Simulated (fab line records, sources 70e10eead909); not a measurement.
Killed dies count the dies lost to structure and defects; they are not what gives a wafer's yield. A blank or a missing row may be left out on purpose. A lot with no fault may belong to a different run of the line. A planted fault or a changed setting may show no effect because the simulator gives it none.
Comparing a struck lot with a sound one :: flow nand harc :: 40 steps out of a route of 1159
Sound: the wafers L750.3, L750.5, L750.6. The struck wafers were L758.2, L758.3, L758.4. The cause is given at the end.
Each step with rows lists, per side, the tool, then ch with its chambers, then its first start. Under that, the readings that differ: sound wafers :: struck wafers :: difference of the means :: sigmas: that difference in standard deviations of wafers without a fault.
alike: readings whose means differ by less than 2 such deviations, and words and numbers that are the same on both sides. not compared: withheld readings, readings that some wafer has no value for, bounds like >300 that may hide the same value, and numbers for which the record gives no deviation and whose values overlap.
The two part at a step that has a row with sigmas, a row that says differs or no value, or rows on one side only. Non-overlapping numbers with no deviation appear without sigmas and do not part them. Lack of a reading on every wafer of one side parts them only where that side has two or more wafers.

first, 2 steps without rows for these wafers: NHARC_P_M1_PRE_CLEAN_30 (time 30 s); NHARC_P_M1_PVD_20 (deposits TaN, target thk 5 nm, time 8.06 s).
NHARC_P_M1_PVD_21: deposits Cu, target thk 30 nm, time 20.49 s.
  sound on pvd sputter-03; struck on pvd sputter-02
  alike: throttle valve pct
then, 3 steps without rows for these wafers: NHARC_P_M1_ECD_22 (material Cu, target thk 400 nm); NHARC_P_M1_ANNEAL_31 (time 90 s); NHARC_P_M1_CMP_23 (polishes, t overpolish 20 s, target thk 157.82 nm).
NHARC_P_M1_THK_MEAS_24: measures by xrf.
  sound on film metro-02, day 6 06:44; struck on film metro-01, day 8 01:39
  alike: thk nm
next, for these wafers, 1 step has no rows: NHARC_P_M1_SRD_25.
NHARC_P_M1_INSPECT_27:
  sound on defect inspect-02, day 6 06:53; struck on defect inspect-01, day 8 01:48
  alike: raw defect count
then, 1 step without rows for these wafers: NHARC_P_M1_PRE_CLEAN_32 (time 12 s).
NHARC_P_M1_DEP_33: deposits SiCN, target thk 30 nm.
  sound on pecvd-04 ch 0,2, day 6 07:02; struck on pecvd-02 ch 0,1,2, day 8 01:57
  alike: heater power w
NHARC_P_M2_DEP_00: deposits SiOC, target thk 182.5 nm.
  sound on pecvd-02 ch 0,2, day 6 07:34; struck on pecvd-04 ch 0,1,2, day 8 02:25
then, 9 steps without rows for these wafers: NHARC_P_M2_DEHYDRATE_01 (time 120 s); NHARC_P_M2_HMDS_02 (time 30 s); NHARC_P_M2_COAT_34 (time 65 s); NHARC_P_M2_COAT_03 (resist thk 90 nm); NHARC_P_M2_SOFTBAKE_04 (time 55 s); NHARC_P_M2_EBR_05; NHARC_P_M2_EXPOSE_06 (exposes mask P M2, target cd 170 nm); NHARC_P_M2_PEB_07 (peb time 65 s); NHARC_P_M2_DEVELOP_08 (develop time 35 s).
NHARC_P_M2_CD_MEAS_09: the cd target is 170 nm.
  sound on cd sem-03 ch 0, day 6 08:19; struck on cd sem-02 ch 0, day 8 03:12
  alike: cd nm
NHARC_P_M2_OVL_MEAS_10: pitch 340 nm.
  sound on overlay-01, day 6 08:25; struck on overlay-02, day 8 03:17
reading: overlay y nm (nm)
sound: 1.1 0.8 0.9
struck: -1.8 -1.5 -2.1
difference: -2.7
sigmas: -4
  alike: overlay x nm
NHARC_P_M2_INSPECT_11:
  sound on defect inspect-01, day 6 08:26; struck on defect inspect-01, day 8 03:19
  alike: raw defect count
then, 2 steps without rows for these wafers: NHARC_P_M2_DESCUM_14 (chemistry O2, time 3 s); NHARC_P_M2_ETCH_35 (etches the open film in N2/H2, target depth 40 nm, overetch 12 nm, time 43.94 s).
NHARC_P_M2_ETCH_15: etches the open film in C4F8/Ar, target depth 182.5 nm, time 91.2 s.
  sound: rie diel-04 ch 1,3; struck: rie diel-04 ch 0,1,2
  alike: oes product au, rf vpp V
  not compared: rf hours counter h
NHARC_P_M2_CD_MEAS_16:
  sound on cd sem-02, day 6 08:53; struck on cd sem-01, day 8 03:41
  alike: cd nm
then, 5 steps without rows for these wafers: NHARC_P_M2_STRIP_18 (strips in N2/H2); NHARC_P_M2_ETCH_28 (etches the open film in CF4/N2, target depth 30 nm, time 72.99 s); NHARC_P_M2_STRIP_19 (strips in post etch residue remover, time 600 s); NHARC_P_M2_DEGAS_29 (time 60 s); NHARC_P_M2_PRE_CLEAN_30 (time 30 s).
NHARC_P_M2_PVD_20: deposits TaN, target thk 5 nm, time 8.06 s.
  sound on pvd sputter-02; struck on pvd sputter-03
  alike: throttle valve pct
then, 2 steps without rows for these wafers: NHARC_P_M2_PVD_21 (deposits Cu, target thk 30 nm, time 20.49 s); NHARC_P_M2_ECD_22 (material Cu, target thk 400 nm).
NHARC_P_M2_ANNEAL_31: time 90 s.
  sound on rtp anneal-02 ch 0, day 6 10:26; struck on rtp anneal-02 ch 0, day 8 05:13
  alike: wafer_temp_C_max
then, 2 steps without rows for these wafers: NHARC_P_M2_CMP_23 (polishes, t overpolish 20 s, target thk 144.3 nm); NHARC_P_M2_SRD_25.
-- break in the record here, with 13 days between the starts of the struck wafers on either side (left off in module P_M2, picked up again in module END, where the first step shown is number 1159 on the route) --
NHARC_END_SORT_01:
  sound on prober-01 ch 0, day 20 03:01; struck on prober-02 ch 0, day 21 07:28
reading: defect limited yield (%)
sound: 97.3 95.9 96.2
struck: 0 0 0
difference: -96
sigmas: -60

reading: killed at periphery
sound: 1 1 0
struck: 656 665 661
difference: +660
sigmas: +99 or more

reading: killed dies
sound: 18 28 26
struck: 677 677 677
difference: +653
sigmas: +59

reading: killed open
sound: 0 1 1
struck: 6 6 2
difference: +4
sigmas: +2

reading: sort_bin_2_pct (%)
sound: 0.6 1.5 0.7
struck: 97.5 97.9 99.0
difference: +97.2
sigmas: +99 or more

reading: sort n pass
sound: 659 649 651
struck: 0 0 0
difference: -653
sigmas: -59

reading: sort rim yield pct (%)
sound: 99.1 97.2 94.3
struck: 0 0 0
difference: -97
sigmas: -36

reading: sort yield pct (%)
sound: 97.3 95.9 96.2
struck: 0 0 0
difference: -96
sigmas: -60
  alike: killed at array, killed at other, killed short, sort_bin_3_pct, sort_bin_4_pct

WHERE THEY PART
Last at NHARC_END_SORT_01 as far as this record goes, first at NHARC_P_M2_OVL_MEAS_10.

WHY: whatever the simulator had introduced
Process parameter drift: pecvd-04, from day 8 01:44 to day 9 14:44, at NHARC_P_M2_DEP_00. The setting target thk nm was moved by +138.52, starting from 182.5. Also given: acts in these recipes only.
